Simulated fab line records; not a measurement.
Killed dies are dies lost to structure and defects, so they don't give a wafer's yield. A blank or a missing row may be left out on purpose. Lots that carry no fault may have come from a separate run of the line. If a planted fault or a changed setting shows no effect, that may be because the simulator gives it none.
Which tool did it? || flow nand_harc || 13 lots with 39 wafers sampled at 4 steps, on a route of 1159 steps

== WHAT THE GAUGES SHOWED, per wafer ==
NHARC_A_CHANNEL_FILL_D1_THK_MEAS_06: measures by ellipsometry. Usual: 5.0 nm for thk_nm, sd 0.91.
{"lot": "L984", "measured": "day 9 23:07", "on": "film_metro-01", "thk_nm (nm)": "5.7 6.6 5.5", "flag": ""}
{"lot": "L983", "measured": "day 10 06:42", "on": "film_metro-02", "thk_nm (nm)": "5.0 4.4 3.8", "flag": ""}
{"lot": "L985", "measured": "day 10 18:04", "on": "film_metro-01", "thk_nm (nm)": "4.9 4.3 4.2", "flag": ""}
{"lot": "L987", "measured": "day 11 02:40", "on": "film_metro-02", "thk_nm (nm)": "5.4 5.0 7.1", "flag": ""}
{"lot": "L990", "measured": "day 12 09:36", "on": "film_metro-01", "thk_nm (nm)": "3.1 4.4 4.6", "flag": ""}
{"lot": "L992", "measured": "day 12 09:36", "on": "film_metro-02", "thk_nm (nm)": "3.9 6.1 6.3", "flag": ""}
{"lot": "L991", "measured": "day 12 09:36", "on": "film_metro-02", "thk_nm (nm)": "6.4 5.4 5.1", "flag": ""}
{"lot": "L993", "measured": "day 12 20:40", "on": "film_metro-02", "thk_nm (nm)": "4.7 4.6 5.7", "flag": ""}
{"lot": "L100", "measured": "day 14 03:31", "on": "film_metro-02", "thk_nm (nm)": "5.8 5.0 5.3", "flag": ""}
{"lot": "L999", "measured": "day 14 03:31", "on": "film_metro-02", "thk_nm (nm)": "5.3 4.5 3.9", "flag": ""}
{"lot": "L101", "measured": "day 14 18:58", "on": "film_metro-02", "thk_nm (nm)": "6.4 5.1 6.8", "flag": ""}
{"lot": "L105", "measured": "day 15 14:22", "on": "film_metro-01", "thk_nm (nm)": "6.0 4.1 4.9", "flag": ""}
{"lot": "L106", "measured": "day 15 18:02", "on": "film_metro-01", "thk_nm (nm)": "5.7 5.3 4.1", "flag": ""}

== WHICH TOOL RAN EACH LOT (tool, then ch and the chambers of the sampled wafers, then the start) ==
{"lot": "L984", "NHARC_A_CHANNEL_HOLE_D1_ETCH_33": "har_etch-01 ch 0,1, day 8 07:44", "NHARC_A_CHANNEL_FILL_D1_ALD_15": "ald_sin_batch-03 ch 0, day 8 20:10", "NHARC_A_CHANNEL_FILL_D1_ETCHBACK_20": "rie_diel-13 ch 0,1,3, day 9 11:22"}
{"lot": "L983", "NHARC_A_CHANNEL_HOLE_D1_ETCH_33": "har_etch-02 ch 0,1, day 8 14:31", "NHARC_A_CHANNEL_FILL_D1_ALD_15": "ald_sin_batch-02 ch 0, day 9 02:48", "NHARC_A_CHANNEL_FILL_D1_ETCHBACK_20": "rie_diel-09 ch 0,1,2, day 9 17:05"}
{"lot": "L985", "NHARC_A_CHANNEL_HOLE_D1_ETCH_33": "har_etch-01 ch 0, day 9 04:27", "NHARC_A_CHANNEL_FILL_D1_ALD_15": "ald_sin_batch-01 ch 0, day 9 16:32", "NHARC_A_CHANNEL_FILL_D1_ETCHBACK_20": "rie_diel-13 ch 0,1,2, day 10 06:25"}
{"lot": "L987", "NHARC_A_CHANNEL_HOLE_D1_ETCH_33": "har_etch-01 ch 0,1, day 9 12:58", "NHARC_A_CHANNEL_FILL_D1_ALD_15": "ald_sin_batch-02 ch 0, day 10 00:58", "NHARC_A_CHANNEL_FILL_D1_ETCHBACK_20": "rie_diel-13 ch 0,2, day 10 15:09"}
{"lot": "L990", "NHARC_A_CHANNEL_HOLE_D1_ETCH_33": "har_etch-01 ch 0,1, day 10 16:16", "NHARC_A_CHANNEL_FILL_D1_ALD_15": "ald_sin_batch-01 ch 0, day 11 08:08", "NHARC_A_CHANNEL_FILL_D1_ETCHBACK_20": "rie_diel-13 ch 0,3, day 11 21:59"}
{"lot": "L992", "NHARC_A_CHANNEL_HOLE_D1_ETCH_33": "har_etch-02 ch 1, day 10 16:23", "NHARC_A_CHANNEL_FILL_D1_ALD_15": "ald_sin_batch-01 ch 0, day 11 08:08", "NHARC_A_CHANNEL_FILL_D1_ETCHBACK_20": "rie_diel-13 ch 0,2, day 11 22:05"}
{"lot": "L991", "NHARC_A_CHANNEL_HOLE_D1_ETCH_33": "har_etch-01 ch 0,1, day 10 20:23", "NHARC_A_CHANNEL_FILL_D1_ALD_15": "ald_sin_batch-01 ch 0, day 11 08:08", "NHARC_A_CHANNEL_FILL_D1_ETCHBACK_20": "rie_diel-13 ch 0,2, day 11 22:02"}
{"lot": "L993", "NHARC_A_CHANNEL_HOLE_D1_ETCH_33": "har_etch-02 ch 0,1, day 11 06:49", "NHARC_A_CHANNEL_FILL_D1_ALD_15": "ald_sin_batch-01 ch 0, day 11 19:04", "NHARC_A_CHANNEL_FILL_D1_ETCHBACK_20": "rie_diel-13 ch 0,3, day 12 08:55"}
{"lot": "L100", "NHARC_A_CHANNEL_HOLE_D1_ETCH_33": "har_etch-02 ch 0,1, day 12 12:32", "NHARC_A_CHANNEL_FILL_D1_ALD_15": "ald_sin_batch-01 ch 0, day 13 02:06", "NHARC_A_CHANNEL_FILL_D1_ETCHBACK_20": "rie_diel-09 ch 2,3, day 13 15:56"}
{"lot": "L999", "NHARC_A_CHANNEL_HOLE_D1_ETCH_33": "har_etch-01 ch 1, day 12 12:57", "NHARC_A_CHANNEL_FILL_D1_ALD_15": "ald_sin_batch-01 ch 0, day 13 02:06", "NHARC_A_CHANNEL_FILL_D1_ETCHBACK_20": "rie_diel-13 ch 1,3, day 13 15:54"}
{"lot": "L101", "NHARC_A_CHANNEL_HOLE_D1_ETCH_33": "har_etch-02 ch 0,1, day 12 20:58", "NHARC_A_CHANNEL_FILL_D1_ALD_15": "ald_sin_batch-01 ch 0, day 13 09:33", "NHARC_A_CHANNEL_FILL_D1_ETCHBACK_20": "rie_diel-13 ch 1,2,3, day 14 02:41"}
{"lot": "L105", "NHARC_A_CHANNEL_HOLE_D1_ETCH_33": "har_etch-02 ch 0,1, day 13 23:46", "NHARC_A_CHANNEL_FILL_D1_ALD_15": "ald_sin_batch-02 ch 0, day 14 11:58", "NHARC_A_CHANNEL_FILL_D1_ETCHBACK_20": "rie_diel-09 ch 0,1,3, day 15 02:48"}
{"lot": "L106", "NHARC_A_CHANNEL_HOLE_D1_ETCH_33": "har_etch-02 ch 0,1, day 14 03:56", "NHARC_A_CHANNEL_FILL_D1_ALD_15": "ald_sin_batch-02 ch 0, day 14 15:55", "NHARC_A_CHANNEL_FILL_D1_ETCHBACK_20": "rie_diel-13 ch 0,1,3, day 15 06:18"}
- NHARC_A_CHANNEL_HOLE_D1_ETCH_33: etches the open film in C4F8/O2/Ar, time 90 s, target depth 400 nm.
- NHARC_A_CHANNEL_FILL_D1_ALD_15: deposits SiNx, target thk 2 nm, pulse time 60 s, ald cycles 19.
- NHARC_A_CHANNEL_FILL_D1_ETCHBACK_20: etches the open film in C4F8/O2/Ar, target depth 27 nm, time 13.5 s.

== WHAT THE TOOLS THEMSELVES READ (means of the sampled wafers that have a number; where no wafer has one, the mark that the record gives instead) ==
NHARC_A_CHANNEL_HOLE_D1_ETCH_33. Usual: drypump_motor_current_A 5.96 A, standard deviation 0.25; esc_clamp_current_uA 0.0211, standard deviation 0.00068; mfc_ar_sccm 375.1 sccm, standard deviation 1.1; o2_flow_sccm 83.28 sccm, standard deviation 0.25; showerhead_plenum_p_Torr 3.77 Torr, standard deviation 0.099; throttle_valve_pct 27.620 %, standard deviation 0.01.
{"lot": "L984", "tool": "har_etch-01", "drypump_motor_current_A (A)": 6.08, "esc_clamp_current_uA": 0.0203, "mfc_ar_sccm (sccm)": 375.5, "o2_flow_sccm (sccm)": 83.17, "showerhead_plenum_p_Torr (Torr)": 3.72, "throttle_valve_pct (%)": 27.616, "flag": ""}
{"lot": "L983", "tool": "har_etch-02", "drypump_motor_current_A (A)": 6.01, "esc_clamp_current_uA": 0.0216, "mfc_ar_sccm (sccm)": 376.2, "o2_flow_sccm (sccm)": 83.54, "showerhead_plenum_p_Torr (Torr)": 3.87, "throttle_valve_pct (%)": 27.619, "flag": ""}
{"lot": "L985", "tool": "har_etch-01", "drypump_motor_current_A (A)": 6.21, "esc_clamp_current_uA": 0.0203, "mfc_ar_sccm (sccm)": 375.5, "o2_flow_sccm (sccm)": 83.59, "showerhead_plenum_p_Torr (Torr)": 3.77, "throttle_valve_pct (%)": 27.618, "flag": ""}
{"lot": "L987", "tool": "har_etch-01", "drypump_motor_current_A (A)": 5.93, "esc_clamp_current_uA": 0.0203, "mfc_ar_sccm (sccm)": 375.2, "o2_flow_sccm (sccm)": 83.30, "showerhead_plenum_p_Torr (Torr)": 3.67, "throttle_valve_pct (%)": 27.618, "flag": ""}
{"lot": "L990", "tool": "har_etch-01", "drypump_motor_current_A (A)": 5.94, "esc_clamp_current_uA": 0.0203, "mfc_ar_sccm (sccm)": 374.8, "o2_flow_sccm (sccm)": 83.05, "showerhead_plenum_p_Torr (Torr)": 3.67, "throttle_valve_pct (%)": 27.623, "flag": ""}
{"lot": "L992", "tool": "har_etch-02", "drypump_motor_current_A (A)": 6.23, "esc_clamp_current_uA": 0.0215, "mfc_ar_sccm (sccm)": 376.1, "o2_flow_sccm (sccm)": 83.25, "showerhead_plenum_p_Torr (Torr)": 3.91, "throttle_valve_pct (%)": 27.628, "flag": ""}
{"lot": "L991", "tool": "har_etch-01", "drypump_motor_current_A (A)": 5.94, "esc_clamp_current_uA": 0.0204, "mfc_ar_sccm (sccm)": 376.0, "o2_flow_sccm (sccm)": 82.84, "showerhead_plenum_p_Torr (Torr)": 3.67, "throttle_valve_pct (%)": 27.620, "flag": ""}
{"lot": "L993", "tool": "har_etch-02", "drypump_motor_current_A (A)": 5.86, "esc_clamp_current_uA": 0.0217, "mfc_ar_sccm (sccm)": 376.4, "o2_flow_sccm (sccm)": 83.43, "showerhead_plenum_p_Torr (Torr)": 3.81, "throttle_valve_pct (%)": 27.620, "flag": ""}
{"lot": "L100", "tool": "har_etch-02", "drypump_motor_current_A (A)": 6.02, "esc_clamp_current_uA": 0.0217, "mfc_ar_sccm (sccm)": 376.0, "o2_flow_sccm (sccm)": 83.50, "showerhead_plenum_p_Torr (Torr)": 3.84, "throttle_valve_pct (%)": 27.627, "flag": ""}
{"lot": "L999", "tool": "har_etch-01", "drypump_motor_current_A (A)": 5.78, "esc_clamp_current_uA": 0.0203, "mfc_ar_sccm (sccm)": 376.1, "o2_flow_sccm (sccm)": 83.21, "showerhead_plenum_p_Torr (Torr)": 3.61, "throttle_valve_pct (%)": 27.616, "flag": ""}
{"lot": "L101", "tool": "har_etch-02", "drypump_motor_current_A (A)": 5.84, "esc_clamp_current_uA": 0.0217, "mfc_ar_sccm (sccm)": 374.8, "o2_flow_sccm (sccm)": 83.16, "showerhead_plenum_p_Torr (Torr)": 3.80, "throttle_valve_pct (%)": 27.612, "flag": ""}
{"lot": "L105", "tool": "har_etch-02", "drypump_motor_current_A (A)": 6.03, "esc_clamp_current_uA": 0.0217, "mfc_ar_sccm (sccm)": 375.4, "o2_flow_sccm (sccm)": 83.57, "showerhead_plenum_p_Torr (Torr)": 3.83, "throttle_valve_pct (%)": 27.616, "flag": ""}
{"lot": "L106", "tool": "har_etch-02", "drypump_motor_current_A (A)": 5.85, "esc_clamp_current_uA": 0.0218, "mfc_ar_sccm (sccm)": 374.5, "o2_flow_sccm (sccm)": 83.33, "showerhead_plenum_p_Torr (Torr)": 3.79, "throttle_valve_pct (%)": 27.624, "flag": ""}

NHARC_A_CHANNEL_FILL_D1_ALD_15. Usual: 1.000 for precursor_pulse_height_rel, sd 0.018.
{"lot": "L984", "tool": "ald_sin_batch-03", "precursor_pulse_height_rel": 0.981, "flag": ""}
{"lot": "L983", "tool": "ald_sin_batch-02", "precursor_pulse_height_rel": 0.994, "flag": ""}
{"lot": "L985", "tool": "ald_sin_batch-01", "precursor_pulse_height_rel": 0.986, "flag": ""}
{"lot": "L987", "tool": "ald_sin_batch-02", "precursor_pulse_height_rel": 0.997, "flag": ""}
{"lot": "L990", "tool": "ald_sin_batch-01", "precursor_pulse_height_rel": 0.982, "flag": ""}
{"lot": "L992", "tool": "ald_sin_batch-01", "precursor_pulse_height_rel": 1.003, "flag": ""}
{"lot": "L991", "tool": "ald_sin_batch-01", "precursor_pulse_height_rel": 0.997, "flag": ""}
{"lot": "L993", "tool": "ald_sin_batch-01", "precursor_pulse_height_rel": 1.000, "flag": ""}
{"lot": "L100", "tool": "ald_sin_batch-01", "precursor_pulse_height_rel": 1.005, "flag": ""}
{"lot": "L999", "tool": "ald_sin_batch-01", "precursor_pulse_height_rel": 1.005, "flag": ""}
{"lot": "L101", "tool": "ald_sin_batch-01", "precursor_pulse_height_rel": 1.012, "flag": ""}
{"lot": "L105", "tool": "ald_sin_batch-02", "precursor_pulse_height_rel": 0.990, "flag": ""}
{"lot": "L106", "tool": "ald_sin_batch-02", "precursor_pulse_height_rel": 1.025, "flag": ""}

NHARC_A_CHANNEL_FILL_D1_ETCHBACK_20. Usual: oes_product_au 0.97 a.u., standard deviation 0.036; rf_vpp_V 981 V, standard deviation 4.3.
{"lot": "L984", "tool": "rie_diel-13", "oes_product_au (a.u.)": 1.00, "rf_vpp_V (V)": 985, "flag": ""}
{"lot": "L983", "tool": "rie_diel-09", "oes_product_au (a.u.)": 0.93, "rf_vpp_V (V)": 978, "flag": ""}
{"lot": "L985", "tool": "rie_diel-13", "oes_product_au (a.u.)": 0.92, "rf_vpp_V (V)": 985, "flag": ""}
{"lot": "L987", "tool": "rie_diel-13", "oes_product_au (a.u.)": 0.93, "rf_vpp_V (V)": 984, "flag": ""}
{"lot": "L990", "tool": "rie_diel-13", "oes_product_au (a.u.)": 1.01, "rf_vpp_V (V)": 985, "flag": ""}
{"lot": "L992", "tool": "rie_diel-13", "oes_product_au (a.u.)": 0.92, "rf_vpp_V (V)": 983, "flag": ""}
{"lot": "L991", "tool": "rie_diel-13", "oes_product_au (a.u.)": 0.99, "rf_vpp_V (V)": 984, "flag": ""}
{"lot": "L993", "tool": "rie_diel-13", "oes_product_au (a.u.)": 0.94, "rf_vpp_V (V)": 986, "flag": ""}
{"lot": "L100", "tool": "rie_diel-09", "oes_product_au (a.u.)": 1.00, "rf_vpp_V (V)": 979, "flag": ""}
{"lot": "L999", "tool": "rie_diel-13", "oes_product_au (a.u.)": 1.01, "rf_vpp_V (V)": 983, "flag": ""}
{"lot": "L101", "tool": "rie_diel-13", "oes_product_au (a.u.)": 0.99, "rf_vpp_V (V)": 983, "flag": ""}
{"lot": "L105", "tool": "rie_diel-09", "oes_product_au (a.u.)": 0.92, "rf_vpp_V (V)": 976, "flag": ""}
{"lot": "L106", "tool": "rie_diel-13", "oes_product_au (a.u.)": 0.99, "rf_vpp_V (V)": 985, "flag": ""}

== THE ANSWER, worked out from the rows above alone ==
Rule: a lot is off if the mean of its wafers that have a number lies more than 3 standard deviations from the usual mean. Also off: a lot with no number at a reading for which 4 or more lots have one. The other lots that the step has rows for count as sound. Order of review: gauges by route order, followed by the tools' own readings, for which a lot's mean as printed above is used. The first step at which some lot is off is used, and at that step the reading that is off furthest; a lot without a number counts as furthest.
No lot is off on any of the readings shown, so nothing can be concluded from this.

== WHAT THE SIMULATOR PUT IN ==
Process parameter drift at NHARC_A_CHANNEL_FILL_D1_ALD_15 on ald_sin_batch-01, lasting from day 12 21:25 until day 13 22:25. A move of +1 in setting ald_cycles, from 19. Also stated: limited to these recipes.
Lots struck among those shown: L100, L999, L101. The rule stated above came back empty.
